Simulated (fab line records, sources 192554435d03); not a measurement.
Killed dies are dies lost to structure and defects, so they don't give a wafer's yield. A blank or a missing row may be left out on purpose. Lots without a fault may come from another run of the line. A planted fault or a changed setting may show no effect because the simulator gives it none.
fab line records | flow n5_finfet | part 2 of 2: steps 4 to 6 of 6
record lots=23 wafers=69 last_day=18
route steps=1938 shown BEOL_M5@1131
lots that met no fault: from a run of the same line without faults
start_h: hours from the record's first day to the start of the lot's first wafer shown | wait_h: hours since the lot's step before | " the same as in the row above | L1.1+2: a row that stands for several wafers | - no value, or no start given | * or withheld: withheld | < > ~ a bound
route shown NAME@n: a module of which the file shows steps, and the number in the route of the first | usual: mean/standard deviation of fault-free wafers | same: alike in all rows | chamber/n: place in a boat | sites: the reading at each site | _std_site: their standard deviation | _edge_site: outer sites' mean less inner sites' | radius_mm: how far each site lies from the wafer's centre | mask NAME#n: copy n | behind: the tool/chamber that last shaped the wafer | hold: why the lot was held/for how many hours/how that ended | device: the transistor (n, p or np) that didn't switch | end of line: the same wafers' tests at the end of the route | a step without rows: its recipe alone | killed: dies lost to structure and defects at the first sort, not the wafer's yield | map: a wafer's dies, x killed, . not, _ none there
set.NAME: the setting as run; set.NAME@STEP: as run at that earlier step | model.NAME: the simulator's own value behind a step, which no gauge read
steps of the route over a sample of lots; a table a step, a row a wafer
services: from which hour (start_h, from the record's first day; less than 0 if before it) a tool's chamber was out of use, for how many hours, and why
## steps
# step N5_BEOL_M5_ETCH_41
# recipe chemistry=CH3F/O2 target=SiCN target_depth_a=315 taper_deg=2 time_s=56.7 ion_energy_ev=120 mask_material=TiN pressure_mtorr=30 source_w=395 bias_w=75 Ar_flow_sccm=150 CH3F_flow_sccm=30 O2_flow_sccm=20
# usual drypump_motor_current_A=5.7/0.39 oes_product_au=0.78/0.094 rf_vpp_V=297.3/1.5 showerhead_plenum_p_Torr=2.00/0.063 throttle_valve_pct=16.32/0.28
# columns lot.wafer tool chamber start_h wait_h drypump_motor_current_A oes_product_au rf_hours_counter_h rf_vpp_V showerhead_plenum_p_Torr throttle_valve_pct
L074.4 rie_diel-02 3 - - 6.4 0.67 219 296.3 1.97 16.39
L074.5 " 1 " " 5.2 0.77 - 294.9 1.92 16.04
L074.6 " 2 " " 5.8 0.72 - 299.2 2.06 16.36
L075.1 rie_diel-02 1 - - 5.2 0.76 161 293.8 1.92 16.04
L075.2 " 2 " " 5.8 0.73 191 298.4 2.05 16.39
L075.6 " 1 " " 5.2 0.76 - 295.3 1.92 16.06
L077.2 rie_diel-01 0 - - 5.4 0.80 85 297.7 2.02 16.55
L077.3 " 1 " " 6.4 0.88 34 295.8 1.97 16.17
L077.6 " 0 " " 5.4 0.81 - 298.0 2.02 16.53
L078.1 rie_diel-06 1 - - 5.5 0.66 247 296.9 1.97 16.36
L078.3 " 3 " " 5.5 0.88 41 297.7 2.04 16.05
L078.6 " 1 " " 5.5 0.67 - 296.7 1.97 16.37
L079.3 rie_diel-06 0 - - 5.9 0.97 2 296.4 1.96 16.02
L079.4 " 0 " " 5.9 0.97 - 297.7 1.96 16.02
L079.6 " 2 " " 5.2 0.70 - 297.7 2.08 16.65
L080.1 rie_diel-01 1 - - 6.4 0.86 45 295.9 1.96 16.18
L080.4 " 0 " " 5.4 0.78 94 298.3 2.02 16.58
L080.5 " 1 " " 6.4 0.87 - 295.3 1.96 16.18
L081.1 rie_diel-02 3 - - 6.4 0.65 236 295.8 1.97 16.40
L081.3 " 0 " " 5.9 0.69 246 296.5 1.90 16.95
L081.5 " 1 " " 5.2 0.74 - 295.0 1.91 16.07
L083.2 rie_diel-02 1 - - 5.2 0.74 175 295.7 1.91 16.07
L083.3 " 0 " " 5.9 0.68 249 294.7 1.90 16.95
L083.5 " 1 " " 5.1 0.74 - 294.4 1.91 16.07
L082.1 rie_diel-06 2 - - 5.2 0.71 207 298.4 2.08 16.66
L082.2 " 0 " " 5.9 0.93 9 297.3 1.96 16.03
L082.3 " 3 " " 5.5 0.87 51 299.3 2.03 16.07
L084.1 rie_diel-06 0 - - 5.9 0.92 14 296.4 1.96 16.05
L084.3 " 3 " " 5.5 0.86 56 297.8 2.03 16.08
L084.6 " 2 " " 5.2 0.70 - 297.2 2.08 16.66
L085.3 rie_diel-02 1 - - 5.2 0.73 184 295.6 1.91 16.09
L085.4 " 1 " " 5.2 0.74 - 296.6 1.91 16.09
L085.6 " 3 " " 6.4 0.64 - 296.7 1.96 16.44
L086.1 rie_diel-06 2 - - 5.2 0.70 214 299.3 2.07 16.67
L086.4 " 1 " " 5.4 0.95 6 296.5 1.97 15.90
L086.5 " 1 " " 5.5 0.97 - 296.5 1.97 15.92
L087.2 rie_diel-06 2 - - 5.2 0.70 216 298.9 2.07 16.67
L087.5 " 2 " " 5.2 0.70 - 298.5 2.07 16.68
L087.6 " 3 " " 5.5 0.86 - 298.3 2.03 16.09
L088.3 rie_diel-02 2 - - 5.8 0.70 217 298.6 2.05 16.42
L088.4 " 2 " " 5.8 0.69 - 298.3 2.04 16.44
L088.6 " 1 " " 5.2 0.73 - 295.3 1.91 16.09
L089.3 rie_diel-01 3 - - 5.9 0.79 129 299.8 2.09 16.24
L089.4 " 2 " " 5.6 0.70 210 297.7 1.99 16.20
L089.6 " 2 " " 5.6 0.71 - 297.1 1.99 16.18
L090.2 rie_diel-06 2 - - 5.2 0.69 225 298.4 2.07 16.68
L090.4 " 1 " " 5.5 0.95 10 298.4 1.97 15.93
L090.6 " 3 " " 5.5 0.84 - 299.3 2.03 16.12
L091.1 rie_diel-01 3 - - 5.9 0.79 131 300.0 2.09 16.27
L091.3 " 2 " " 5.6 0.70 212 297.1 1.99 16.21
L091.6 " 2 " " 5.6 0.71 - 296.9 1.99 16.19
L093.1 rie_diel-06 0 - - 5.9 0.90 28 296.3 1.95 16.06
L093.2 " 1 " " 5.5 0.95 12 297.2 1.97 15.93
L093.5 " 3 " " 5.5 0.84 - 298.7 2.03 16.11
L092.2 rie_diel-06 2 - - 5.2 0.69 227 299.3 2.07 16.69
L092.4 " 1 " " 5.5 0.96 13 296.0 1.97 15.94
L092.6 " 0 " " 5.9 0.90 - 296.9 1.95 16.09
L094.1 rie_diel-01 3 - - 5.9 0.78 141 299.1 2.08 16.28
L094.2 " 0 " " 5.4 0.76 123 297.2 2.01 16.64
L094.6 " 3 " " 5.9 0.78 - 298.5 2.08 16.29
L096.1 rie_diel-06 0 - - 5.9 0.87 38 296.4 1.95 16.09
L096.2 " 2 " " 5.2 0.68 237 296.9 2.07 16.72
L096.3 " 1 " " 5.5 0.91 23 296.2 1.96 15.95
L095.1 rie_diel-01 1 - - 6.5 0.82 76 295.1 1.95 16.25
L095.3 " 3 " " 5.9 0.78 145 299.5 2.08 16.28
L095.5 " 0 " " 5.4 0.76 - 297.1 2.01 16.63
L097.2 rie_diel-02 2 - - 5.8 0.68 247 299.1 2.03 16.48
L097.4 " 0 " " 5.9 0.91 - 300.4 2.14 16.59
L097.6 " 1 " " 5.2 0.72 - 294.9 1.90 16.15
# step N5_BEOL_M5_CD_MEAS_35
# recipe target_cd_nm=28 target_cd_y_nm=24 polarity=opening
# usual cd_nm=28.3/0.35
# columns lot.wafer tool chamber start_h wait_h cd_nm
L074.4 cd_sem-01 - 171.49 0.0 27.9
L074.5 " - " " 28.6
L074.6 " - " " 28.2
L075.1 cd_sem-02 - 181.72 0.0 28.4
L075.2 " - " " 27.9
L075.6 " - " " 28.4
L077.2 cd_sem-03 - 189.02 0.0 28.3
L077.3 " - " " 28.2
L077.6 " - " " 28.5
L078.1 cd_sem-01 - 197.37 0.0 28.1
L078.3 " - " " 28.5
L078.6 " - " " 28.4
L079.3 cd_sem-03 - 206.96 0.0 27.6
L079.4 " - " " 28.5
L079.6 " - " " 28.1
L080.1 cd_sem-02 - 219.67 0.0 28.0
L080.4 " - " " 28.4
L080.5 " - " " 28.1
L081.1 cd_sem-02 - 219.72 0.0 28.1
L081.3 " - " " 28.1
L081.5 " - " " 28.5
L083.2 cd_sem-03 - 225.11 0.0 28.4
L083.3 " - " " 29.0
L083.5 " - " " 28.7
L082.1 cd_sem-03 - 225.35 0.0 28.3
L082.2 " - " " 27.9
L082.3 " - " " 27.7
L084.1 cd_sem-02 - 243.02 0.0 28.5
L084.3 " - " " 28.1
L084.6 " - " " 28.5
L085.3 cd_sem-01 - 248.65 0.0 28.1
L085.4 " - " " 29.0
L085.6 " - " " 28.5
L086.1 cd_sem-01 - 249.14 0.0 28.5
L086.4 " - " " 28.5
L086.5 " - " " 28.3
L087.2 cd_sem-01 - 253.28 0.0 28.3
L087.5 " - " " 28.1
L087.6 " - " " 28.9
L088.3 cd_sem-02 - 256.59 0.0 27.9
L088.4 " - " " 28.3
L088.6 " - " " 28.7
L089.3 cd_sem-03 - 271.02 0.0 28.0
L089.4 " - " " 29.0
L089.6 " - " " 28.7
L090.2 cd_sem-03 - 276.50 0.0 27.9
L090.4 " - " " 28.7
L090.6 " - " " 28.8
L091.1 cd_sem-03 - 281.49 0.0 27.6
L091.3 " - " " 28.1
L091.6 " - " " 27.7
L093.1 cd_sem-02 - 282.11 0.0 28.7
L093.2 " - " " 28.5
L093.5 " - " " 28.2
L092.2 cd_sem-01 - 284.84 0.0 28.2
L092.4 " - " " 28.8
L092.6 " - " " 28.1
L094.1 cd_sem-01 - 312.13 0.0 27.6
L094.2 " - " " 27.9
L094.6 " - " " 27.5
L096.1 cd_sem-03 - 318.03 0.0 28.0
L096.2 " - " " 28.2
L096.3 " - " " 27.8
L095.1 cd_sem-01 - 324.59 0.0 28.0
L095.3 " - " " 28.0
L095.5 " - " " 27.9
L097.2 cd_sem-02 - 341.49 0.0 28.5
L097.4 " - " " 27.8
L097.6 " - " " 27.9
# step N5_BEOL_M5_CURE_80
# recipe temp_c=370 time_s=120 ambient=DMADMS/He material=SiCOH_lowk
# usual lamp_power_pct=52.31/0.053 wafer_temp_C_max=371.7/0.6
# columns lot.wafer tool chamber start_h wait_h lamp_power_pct wafer_temp_C_max
L074.4 uv_cure-03 1 171.68 0.2 52.34 372.6
L074.5 " 1 " " 52.27 372.7
L074.6 " 1 " " 52.36 372.1
L075.1 uv_cure-01 1 181.76 0.0 52.37 373.3
L075.2 " 1 " " 52.40 373.6
L075.6 " 1 " " 52.29 372.2
L077.2 uv_cure-01 0 189.11 0.1 52.30 371.1
L077.3 " 0 " " 52.30 371.3
L077.6 " 0 " " 52.33 371.4
L078.1 uv_cure-02 2 197.63 0.3 52.28 371.5
L078.3 " 2 " " 52.37 371.9
L078.6 " 2 " " 52.30 371.5
L079.3 uv_cure-01 0 207.10 0.1 52.41 370.6
L079.4 " 0 " " 52.39 371.3
L079.6 " 0 " " 52.24 371.0
L080.1 uv_cure-03 1 219.80 0.1 52.33 372.1
L080.4 " 1 " " 52.36 373.2
L080.5 " 1 " " 52.38 372.5
L081.1 uv_cure-01 0 219.93 0.2 52.29 370.9
L081.3 " 0 " " 52.32 370.7
L081.5 " 0 " " 52.39 370.8
L083.2 uv_cure-02 1 225.20 0.1 52.23 371.2
L083.3 " 1 " " 52.33 372.2
L083.5 " 1 " " 52.27 371.0
L082.1 uv_cure-03 0 225.39 0.0 52.22 371.6
L082.2 " 0 " " 52.31 371.7
L082.3 " 0 " " 52.26 372.6
L084.1 uv_cure-01 1 243.06 0.0 52.25 372.1
L084.3 " 1 " " 52.30 371.6
L084.6 " 1 " " 52.26 372.5
L085.3 uv_cure-03 2 248.78 0.1 52.35 371.9
L085.4 " 2 " " 52.35 371.9
L085.6 " 2 " " 52.27 371.2
L086.1 uv_cure-01 1 249.18 0.0 52.31 372.6
L086.4 " 1 " " 52.27 372.4
L086.5 " 1 " " 52.28 372.7
L087.2 uv_cure-03 0 253.42 0.1 52.28 372.0
L087.5 " 0 " " 52.29 372.1
L087.6 " 0 " " 52.33 371.9
L088.3 uv_cure-01 2 256.72 0.1 52.47 371.2
L088.4 " 2 " " 52.20 371.1
L088.6 " 2 " " 52.33 371.1
L089.3 uv_cure-01 0 271.16 0.1 52.30 371.6
L089.4 " 0 " " 52.33 371.3
L089.6 " 0 " " 52.24 371.4
L090.2 uv_cure-02 2 276.59 0.1 52.28 371.8
L090.4 " 2 " " 52.36 371.7
L090.6 " 2 " " 52.34 371.9
L091.1 uv_cure-02 1 281.54 0.0 52.25 371.2
L091.3 " 1 " " 52.26 371.2
L091.6 " 1 " " 52.32 371.0
L093.1 uv_cure-01 0 282.16 0.0 52.33 371.3
L093.2 " 0 " " 52.30 371.4
L093.5 " 0 " " 52.27 371.2
L092.2 uv_cure-01 2 284.93 0.1 52.35 371.1
L092.4 " 2 " " 52.35 370.9
L092.6 " 2 " " 52.22 371.3
L094.1 uv_cure-02 2 312.17 0.0 52.37 371.3
L094.2 " 2 " " 52.32 371.8
L094.6 " 2 " " 52.37 371.6
L096.1 uv_cure-03 2 318.08 0.0 52.34 371.7
L096.2 " 2 " " 52.26 371.7
L096.3 " 2 " " 52.30 372.0
L095.1 uv_cure-03 2 324.64 0.0 52.25 371.8
L095.3 " 2 " " 52.40 371.7
L095.5 " 2 " " 52.34 371.3
L097.2 uv_cure-01 2 341.63 0.1 52.36 370.7
L097.4 " 2 " " 52.27 371.1
L097.6 " 2 " " 52.23 371.1
## services
# columns tool chamber start_h hours kind
uv_cure-01 - 150.98 8.7 repair
rie_diel-06 2 162.47 4.1 repair
rie_diel-01 - 165.45 15.6 pm
uv_cure-02 - 173.27 7.5 pm
rie_diel-06 0 175.79 - clean
rie_diel-06 0 175.79 - consumable_replace:focus_ring
uv_cure-02 - 201.66 0.3 repair
rie_metal-02 - 232.71 14.6 pm
uv_cure-02 - 237.23 1.8 repair
rie_diel-06 1 250.77 15.2 repair
rie_metal-03 0 255.47 17.8 repair
rie_metal-02 1 266.73 10.1 repair
rie_metal-03 1 287.20 1.0 repair
rie_metal-03 - 290.47 4.0 pm
uv_cure-03 - 297.92 0.4 repair
uv_cure-02 - 305.07 1.0 pm
rie_diel-01 1 306.06 3.2 repair
rie_diel-01 2 317.52 13.2 repair
rie_metal-03 0 318.23 5.4 repair
rie_diel-06 1 324.83 6.5 repair
rie_diel-06 0 329.54 6.8 repair
rie_diel-01 - 331.02 28.1 pm
uv_cure-02 - 331.64 1.4 repair
rie_diel-02 3 337.71 39.6 repair
